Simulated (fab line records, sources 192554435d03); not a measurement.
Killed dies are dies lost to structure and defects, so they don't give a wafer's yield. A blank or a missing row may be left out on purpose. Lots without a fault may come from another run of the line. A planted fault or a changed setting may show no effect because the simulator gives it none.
fab line records | flow n5_finfet
record lots=11 wafers=30 last_day=17
route steps=1938 shown BEOL_M11@1579
lots that met no fault: from a run of the same line without faults
start_h: hours from the record's first day to the start of the lot's first wafer shown | wait_h: hours since the lot's step before | " the same as in the row above | L1.1+2: a row that stands for several wafers | - no value, or no start given | * or withheld: withheld | < > ~ a bound
route shown NAME@n: a module of which the file shows steps, and the number in the route of the first | usual: mean/standard deviation of fault-free wafers | same: alike in all rows | chamber/n: place in a boat | sites: the reading at each site | _std_site: their standard deviation | _edge_site: outer sites' mean less inner sites' | radius_mm: how far each site lies from the wafer's centre | mask NAME#n: copy n | behind: the tool/chamber that last shaped the wafer | hold: why the lot was held/for how many hours/how that ended | device: the transistor (n, p or np) that didn't switch | end of line: the same wafers' tests at the end of the route | a step without rows: its recipe alone | killed: dies lost to structure and defects at the first sort, not the wafer's yield | map: a wafer's dies, x killed, . not, _ none there
set.NAME: the setting as run; set.NAME@STEP: as run at that earlier step | model.NAME: the simulator's own value behind a step, which no gauge read
steps of the route over a sample of lots; a table a step, a row a wafer
services: from which hour (start_h, from the record's first day; less than 0 if before it) a tool's chamber was out of use, for how many hours, and why
## steps
# step N5_BEOL_M11_ETCH_41
# recipe chemistry=CH3F/O2 target=SiCN target_depth_a=426 taper_deg=2 time_s=86 ion_energy_ev=120 mask_material=TiN pressure_mtorr=30 source_w=395 bias_w=75 Ar_flow_sccm=150 CH3F_flow_sccm=30 O2_flow_sccm=20
# usual O2_flow_sccm=20.00/0.062 drypump_motor_current_A=5.7/0.31 oes_product_au=0.79/0.096 rf_vpp_V=297.4/1.5 showerhead_plenum_p_Torr=2.01/0.067 throttle_valve_pct=16.29/0.24
# columns lot.wafer tool chamber start_h wait_h O2_flow_sccm drypump_motor_current_A oes_product_au rf_hours_counter_h rf_vpp_V showerhead_plenum_p_Torr throttle_valve_pct
L278.3 rie_diel-04 3 - - 19.96 5.5 0.69 241 295.9 1.88 16.67
L278.4 " 2 " " 20.06 5.7 0.92 11 295.4 1.98 16.00
L278.5 " 2 " " 20.04 5.7 0.92 - 296.6 1.98 16.01
L280.1 rie_diel-04 1 - - 19.96 5.9 0.70 194 299.6 2.07 16.32
L280.2 " 2 " " 20.06 5.8 0.92 12 296.4 1.98 16.00
L280.5 " 3 " " 19.94 5.5 0.70 - 295.7 1.88 16.68
L283.1 rie_diel-02 1 - - 19.94 5.8 0.93 4 297.9 2.06 15.91
L283.3 " 2 " " 19.97 5.7 0.92 12 297.3 2.05 15.95
L286.4 rie_diel-02 1 - - 19.94 5.8 0.92 - 298.5 2.06 15.92
L286.5 " 2 " " 20.04 5.7 0.91 - 297.3 2.05 15.96
L285.1 rie_diel-05 0 - - 20.02 5.3 0.70 195 296.0 1.98 16.33
L285.3 " 3 " " 20.03 6.3 0.90 24 299.0 2.13 16.32
L285.6 " 1 " " 20.02 5.1 0.82 - 298.1 2.03 16.12
L281.1 rie_diel-05 3 - - 19.94 6.3 0.90 25 299.5 2.13 16.31
L281.3 " 1 " " 20.07 5.1 0.82 62 297.7 2.03 16.11
L281.6 " 2 " " 20.02 5.9 0.71 - 297.8 1.98 16.19
L284.4 rie_diel-04 0 - - 19.98 5.7 0.69 212 297.9 1.98 16.77
L284.5 " 3 " " 20.12 5.5 0.69 - 295.1 1.88 16.67
L288.2 rie_diel-05 2 - - 20.02 5.9 0.70 191 297.6 1.98 16.21
L288.5 " 1 " " 20.04 5.1 0.81 - 297.1 2.02 16.14
L288.6 " 2 " " 20.12 5.9 0.70 - 296.8 1.98 16.23
L287.3 rie_diel-05 1 - - 20.06 5.1 0.82 74 297.5 2.02 16.13
L287.5 " 0 " " 20.05 5.3 0.70 - 297.0 1.98 16.36
L287.6 " 1 " " 20.02 5.1 0.81 - 297.5 2.02 16.12
L290.2 rie_diel-04 0 - - 19.93 5.7 0.69 224 296.6 1.98 16.78
L290.3 " 1 " " 20.07 5.9 0.70 211 298.7 2.06 16.36
L290.6 " 0 " " 19.95 5.7 0.69 - 295.5 1.98 16.79
L295.1 rie_diel-04 0 - - 20.00 5.7 0.67 240 296.4 1.97 16.81
L295.4 " 1 " " 20.11 5.9 0.68 226 299.0 2.06 16.38
L295.5 " 0 " " 20.04 5.7 0.67 - 295.5 1.97 16.79
# step N5_BEOL_M11_CD_MEAS_35
# recipe target_cd_nm=70 polarity=opening
# usual cd_nm=70.0/0.67
# columns lot.wafer tool chamber start_h wait_h cd_nm
L278.3 cd_sem-03 - 267.53 0.0 71.0
L278.4 " - " " 70.3
L278.5 " - " " 70.5
L280.1 cd_sem-01 - 270.87 0.0 70.7
L280.2 " - " " 69.5
L280.5 " - " " 69.7
L283.1 cd_sem-03 - 270.96 0.0 69.3
L283.3 " - " " 69.4
L286.4 cd_sem-01 - 278.72 0.0 69.8
L286.5 " - " " 69.0
L285.1 cd_sem-03 - 279.55 0.0 70.0
L285.3 " - " " 69.2
L285.6 " - " " 69.5
L281.1 cd_sem-03 - 280.01 0.0 70.0
L281.3 " - " " 68.9
L281.6 " - " " 69.3
L284.4 cd_sem-03 - 282.27 0.0 71.5
L284.5 " - " " 71.1
L288.2 cd_sem-02 - 315.94 0.0 69.9
L288.5 " - " " 69.5
L288.6 " - " " 69.9
L287.3 cd_sem-01 - 317.04 0.0 70.6
L287.5 " - " " 69.7
L287.6 " - " " 69.3
L290.2 cd_sem-01 - 317.32 0.0 69.9
L290.3 " - " " 69.2
L290.6 " - " " 69.6
L295.1 cd_sem-01 - 359.36 0.0 70.6
L295.4 " - " " 70.8
L295.5 " - " " 70.0
# step N5_BEOL_M11_ALD_74
# recipe material=TaN target_thk_a=20 temp_c=275 ald_precursor_family=PDMAT ald_co_reactant=NH3 pressure_torr=3 carrier_flow_sccm=1500 pulse_time_s=2 purge_time_s=3 co_reactant_purge_time_s=2 co_reactant_pulse_time_s=3 ald_cycles=40 precursor_vessel_temp_c=75 precursor_vessel_pressure_torr=26.25 precursor_vessel_carrier_sccm=1000
# usual ald_cycles=40/0 chamber_pressure_Torr=3.001/0.0062 heater_power_outer_w=241/29 heater_power_w=422/50
# columns lot.wafer tool chamber start_h wait_h ald_cycles chamber_pressure_Torr heater_power_outer_w heater_power_w
L278.3 ald_metal-03 2 268.39 0.1 40 3.000 271 476
L278.4 " 1 " " 40 3.003 281 506
L278.5 " 3 " " 40 2.998 192 330
L280.1 ald_metal-02 3 271.91 0.3 40 2.990 226 415
L280.2 " 0 " " 40 3.007 225 417
L280.5 " 1 " " 40 3.001 221 392
L283.1 ald_metal-03 1 272.14 0.1 40 2.995 275 497
L283.3 " 3 " " 40 3.002 199 329
L286.4 ald_metal-03 3 279.59 0.0 40 3.004 196 328
L286.5 " 3 " " 40 2.995 197 332
L285.1 ald_metal-02 2 280.93 0.3 40 2.994 239 429
L285.3 " 0 " " 40 3.000 230 428
L285.6 " 1 " " 40 2.994 223 384
L281.1 ald_metal-03 2 281.85 0.0 40 2.990 271 473
L281.3 " 0 " " 40 3.009 248 415
L281.6 " 1 " " 40 2.991 283 492
L284.4 ald_metal-02 3 283.30 0.3 40 3.005 234 410
L284.5 " 3 " " 40 2.992 232 414
L288.2 ald_metal-02 0 316.73 0.1 40 2.997 235 425
L288.5 " 3 " " 40 3.008 226 410
L288.6 " 0 " " 40 2.995 229 414
L287.3 ald_metal-02 1 317.67 0.0 40 2.995 224 388
L287.5 " 1 " " 40 2.997 223 384
L287.6 " 2 " " 40 2.996 239 439
L290.2 ald_metal-03 2 318.27 0.0 40 2.994 275 489
L290.3 " 3 " " 40 2.997 193 339
L290.6 " 1 " " 40 3.011 277 484
L295.1 ald_metal-03 1 359.90 0.0 40 3.007 279 492
L295.4 " 2 " " 40 3.012 272 477
L295.5 " 0 " " 38 3.006 246 411
# step N5_BEOL_M11_SURFACE_TREAT_76
# recipe gas=Ar time_s=* ion_energy_ev=* ion_current_ma_cm2=0.5 pressure_mtorr=* ar_flow_sccm=30
# usual ar_flow_sccm=30.02/0.087 throttle_valve_pct=*
# columns lot.wafer tool chamber start_h wait_h ar_flow_sccm throttle_valve_pct
L278.3 pvd_sputter-03 - 268.73 0.2 30.14 *
L278.4 " - " " 30.19 *
L278.5 " - " " 30.10 *
L280.1 pvd_sputter-02 - 273.77 1.7 30.08 *
L280.2 " - " " 30.04 *
L280.5 " - " " 30.04 *
L283.1 pvd_sputter-02 - 273.93 1.7 29.99 *
L283.3 " - " " 29.95 *
L286.4 pvd_sputter-02 - 279.93 0.2 29.90 *
L286.5 " - " " 30.11 *
L285.1 pvd_sputter-01 - 281.71 0.6 29.92 *
L285.3 " - " " 29.98 *
L285.6 " - " " 29.94 *
L281.1 pvd_sputter-01 - 282.15 0.2 30.10 *
L281.3 " - " " 29.93 *
L281.6 " - " " 30.08 *
L284.4 pvd_sputter-01 - 283.61 0.2 29.96 *
L284.5 " - " " 30.01 *
L288.2 pvd_sputter-02 - 317.05 0.2 29.92 *
L288.5 " - " " 29.95 *
L288.6 " - " " 30.02 *
L287.3 pvd_sputter-01 - 318.15 0.3 29.95 *
L287.5 " - " " 29.96 *
L287.6 " - " " 29.97 *
L290.2 pvd_sputter-01 - 318.63 0.2 30.03 *
L290.3 " - " " 30.09 *
L290.6 " - " " 30.05 *
L295.1 pvd_sputter-02 - 360.20 0.2 29.98 *
L295.4 " - " " 29.96 *
L295.5 " - " " 29.94 *
## services
# columns tool chamber start_h hours kind
ald_metal-02 2 246.00 30.5 repair
rie_diel-02 - 257.01 2.8 pm
rie_diel-02 3 261.30 17.6 repair
ald_metal-02 1 292.96 3.3 repair
rie_diel-04 3 301.26 - clean
rie_diel-04 3 301.26 - consumable_replace:focus_ring
rie_diel-04 3 301.26 - consumable_replace:showerhead
rie_diel-04 3 301.26 23.8 scheduled_down
rie_diel-04 3 301.26 23.8 vent_cycle
rie_diel-02 1 307.24 11.4 repair
rie_diel-05 - 330.98 14.6 pm
ald_metal-02 - 337.34 14.0 pm
ald_metal-02 0 337.34 17.5 vent_cycle
ald_metal-02 1 337.34 14.0 vent_cycle
ald_metal-02 2 337.34 14.0 vent_cycle
ald_metal-02 3 337.34 14.0 vent_cycle
ald_metal-02 1 351.34 - clean
ald_metal-02 2 351.34 - clean
ald_metal-02 3 351.34 - clean
pvd_sputter-01 - 352.83 2.6 repair
## key
first_sign step=N5_BEOL_M11_ALD_74 reading=ald_cycles direction=down sigmas=99+ usual=* struck=*
effect none on later readings
met_at N5_BEOL_M11_ALD_74
struck_lots L295
struck_wafers L295.5
baseline_loss step=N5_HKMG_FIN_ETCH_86 wafers=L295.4
not_acting_at N5_BEOL_M11_ETCH_41,N5_BEOL_M11_CD_MEAS_35,N5_BEOL_M11_SURFACE_TREAT_76
onset_between 318.27 359.90
fault kind=process_parameter_drift tool=ald_metal-03 chamber=- onset_h=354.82 steps=N5_BEOL_M11_ALD_74 channel=ald_cycles offset=* shape=step end_h=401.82 scope=struck_wafers_only acts_in=* stated=*
# baseline_loss: these wafers lose ten dies or more at that step, a loss of the line's own and not of a fault; the sort's usual values leave them out
